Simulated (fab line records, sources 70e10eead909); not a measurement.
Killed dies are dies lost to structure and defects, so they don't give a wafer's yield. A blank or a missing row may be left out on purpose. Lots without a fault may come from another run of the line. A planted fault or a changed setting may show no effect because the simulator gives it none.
A struck lot beside a sound one | flow nand_harc | 15 steps out of a route of 1302
Sound: wafers L547.1, L547.2, L547.6. Struck: wafers L544.2, L544.3, L544.6. The cause comes at the end.
At each step with rows: each side's tool, then ch and its chambers, then its first start. Under that, the readings that differ: sound wafers | struck wafers | difference of the means | sigmas: that difference in standard deviations of wafers without a fault.
alike: readings whose means differ by less than 2 such deviations, and words and numbers that are the same on both sides. not compared: withheld readings, readings that some wafer has no value for, bounds like >300 that may hide the same value, and numbers for which the record gives no deviation and whose values overlap.
The two part at a step that has a row with sigmas, a row that says differs or no value, or rows on one side only. Numbers that don't overlap but have no deviation are shown without sigmas and don't part them. A reading that every wafer of one side lacks parts them only if that side has two wafers or more.

NHARC_P_GATE_INSPECT_28:
  sound on defect_inspect-02, day 10 23:31; struck on defect_inspect-01, day 9 23:32
  alike: raw_defect_count
NHARC_P_GATE_DESCUM_31: chemistry O2, time 3 s.
  sound on rie_diel-01 ch 1,2,3, day 10 23:35; struck on rie_diel-01 ch 1,2,3, day 9 23:37
  alike: chamber_pressure_mTorr, drypump_motor_current_A, mfc_ar_sccm, oes_product_au, rf_vpp_V, showerhead_plenum_p_Torr, throttle_valve_pct
  not compared: rf_hours_counter_h
NHARC_P_GATE_ETCH_104: etches the open film in CF4/CHF3, target depth 60 nm.
  sound on rie_diel-01 ch 0,3, day 10 23:40; struck on rie_diel-01 ch 0,2,3, day 9 23:42
  alike: chamber_pressure_mTorr, drypump_motor_current_A, mfc_ar_sccm, oes_product_au, rf_fwd_power_W, rf_vpp_V, showerhead_plenum_p_Torr, throttle_valve_pct
NHARC_P_GATE_HM_OPEN_105: chemistry O2/COS, target depth 360 nm.
  sound on rie_diel-01 ch 0,1,3; struck on rie_diel-01 ch 0,1,2
  alike: chamber_pressure_mTorr, drypump_motor_current_A, mfc_ar_sccm, oes_product_au, rf_fwd_power_W, rf_vpp_V, showerhead_plenum_p_Torr, throttle_valve_pct
  not compared: rf_hours_counter_h
then, 1 step without rows for these wafers: NHARC_P_GATE_STRIP_106 (strips in O2/COS).
NHARC_P_GATE_ETCH_114: etches the open film in CF4/O2, target depth 30 nm, overetch 3 nm, time 16.5 s.
  sound on rie_diel-01 ch 1,2,3; struck on rie_diel-01 ch 0,1,2
  alike: chamber_pressure_mTorr, drypump_motor_current_A, mfc_ar_sccm, oes_f_703_au, oes_product_au, rf_fwd_power_W, rf_vpp_V, showerhead_plenum_p_Torr, throttle_valve_pct
  not compared: rf_hours_counter_h
NHARC_P_GATE_ETCH_32: etches the open film in HBr/Cl2, target depth 150 nm, time 100.1 s.
  sound on rie_si-05 ch 0,2,3, day 11 00:04; struck on rie_si-04 ch 1,2,3, day 10 00:10
  alike: chamber_pressure_mTorr, drypump_motor_current_A, mfc_cl2_sccm, oes_product_au, rf_fwd_power_W, throttle_valve_pct
  not compared: rf_hours_counter_h
then, 1 step without rows for these wafers: NHARC_P_GATE_STRIP_108 (strips in O2).
NHARC_P_GATE_CD_MEAS_33:
  sound on cd_sem-01, day 11 00:24; struck on cd_sem-03, day 10 00:29
  alike: cd_nm
then, 3 steps without rows for these wafers: NHARC_P_GATE_STRIP_35 (strips in SPM, time 600 s); NHARC_P_GATE_PRECLEAN_73 (cleans in SC1); NHARC_P_GATE_SRD_74.
NHARC_P_GATE_ALD_36: deposits SiNx, target thk 20 nm, pulse time 60 s, ald cycles 223.
  sound on ald_sin-04 ch 0,2, day 11 00:52; struck on ald_sin-03 ch 0,1, day 10 01:01
  no value came back on the struck wafers for ald_cycles, heater_power_outer_w (W), heater_power_w (W), precursor_pulse_height_rel; on the sound wafers ald_cycles reads 223 223 223
then, 1 step without rows for these wafers: NHARC_P_GATE_ETCHBACK_37 (etches the open film in CHF3/O2, target depth 34.5 nm, time 17.2 s).
-- the record jumps here: 19 days lie between the struck wafers' starts before and after (it left off in module P_GATE and takes up again in module END, whose first step shown is number 1302 of the route) --
NHARC_END_SORT_01:
  the record has rows for the struck wafers here (prober-01 ch 0, day 29 04:22) and none for the sound ones

WHERE THEY PART
First at NHARC_P_GATE_ALD_36; last, within this record, at NHARC_END_SORT_01.

WHY: what the simulator had put in
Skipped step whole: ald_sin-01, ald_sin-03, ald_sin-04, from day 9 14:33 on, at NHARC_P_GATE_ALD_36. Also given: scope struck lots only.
